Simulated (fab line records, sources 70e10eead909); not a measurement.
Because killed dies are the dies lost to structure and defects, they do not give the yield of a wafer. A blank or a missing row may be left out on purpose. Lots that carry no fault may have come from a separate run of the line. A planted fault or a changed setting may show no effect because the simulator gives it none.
The tool behind it: which one? | flow nandHarc | 45 wafers sampled from 15 lots at 1 step of a route of 1302

## WHAT THE GAUGES SHOWED, per wafer
NHARC_P_BONDPAD_THK_MEAS_20: measures by xrf. Usual: thkNm reads 161.3 nm (standard deviation 1.7).
lot  | measured     | on           | thkNm (nm)        | flag
L895 | day 7 03:29  | filmMetro-01 | 163.0 159.8 160.2 | 
L896 | day 7 09:12  | filmMetro-02 | 163.2 161.8 162.4 | 
L897 | day 8 00:38  | filmMetro-01 | 161.6 162.8 158.5 | 
L899 | day 8 15:34  | filmMetro-02 | 163.9 162.4 159.1 | 
L900 | day 9 07:53  | filmMetro-02 | 163.2 161.1 162.8 | 
L901 | day 9 12:36  | filmMetro-01 | 163.8 161.9 160.4 | 
L902 | day 10 05:33 | filmMetro-01 | 161.7 163.6 161.6 | 
L904 | day 11 08:22 | filmMetro-01 | 159.5 160.9 157.6 | 
L908 | day 12 21:22 | filmMetro-02 | 162.0 162.0 158.7 | 
L910 | day 13 07:38 | filmMetro-02 | 158.5 157.9 160.3 | 
L909 | day 13 08:14 | filmMetro-02 | 159.8 161.7 162.1 | 
L911 | day 13 15:37 | filmMetro-02 | 161.7 161.6 158.9 | 
L916 | day 15 23:14 | filmMetro-01 | 162.8 163.4 162.9 | 
L915 | day 15 23:50 | filmMetro-02 | 161.3 160.9 162.5 | 
L917 | day 16 09:16 | filmMetro-01 | 161.0 160.3 160.9 | 

## TOOL THAT RAN EACH LOT (tool first, then ch and the chambers of the sampled wafers, then the start)
No process step before these readings appears in the record.

## WHAT THE TOOLS THEMSELVES READ (means of the sampled wafers that have a number; where no wafer has one, the mark that the record gives instead)
The record holds no such reading with a usual standard deviation.

## THE ANSWER, worked out from the rows above alone
Rule: take the mean of a lot's wafers that have a number; if it is more than 3 standard deviations from the usual mean, the lot is off. A lot without any number at a reading at which 4 lots or more have one is off too. Where the step has rows for the other lots, those lots are counted as sound. First the gauges in route order, then the tools' own readings, where a lot's mean is used as printed above. The first step at which some lot is off is used, and at that step the reading that is off furthest; a lot without a number counts as furthest.
Across all readings shown, no lot is off: no conclusion can be drawn from this.

## WHAT WAS PUT IN BY THE SIMULATOR
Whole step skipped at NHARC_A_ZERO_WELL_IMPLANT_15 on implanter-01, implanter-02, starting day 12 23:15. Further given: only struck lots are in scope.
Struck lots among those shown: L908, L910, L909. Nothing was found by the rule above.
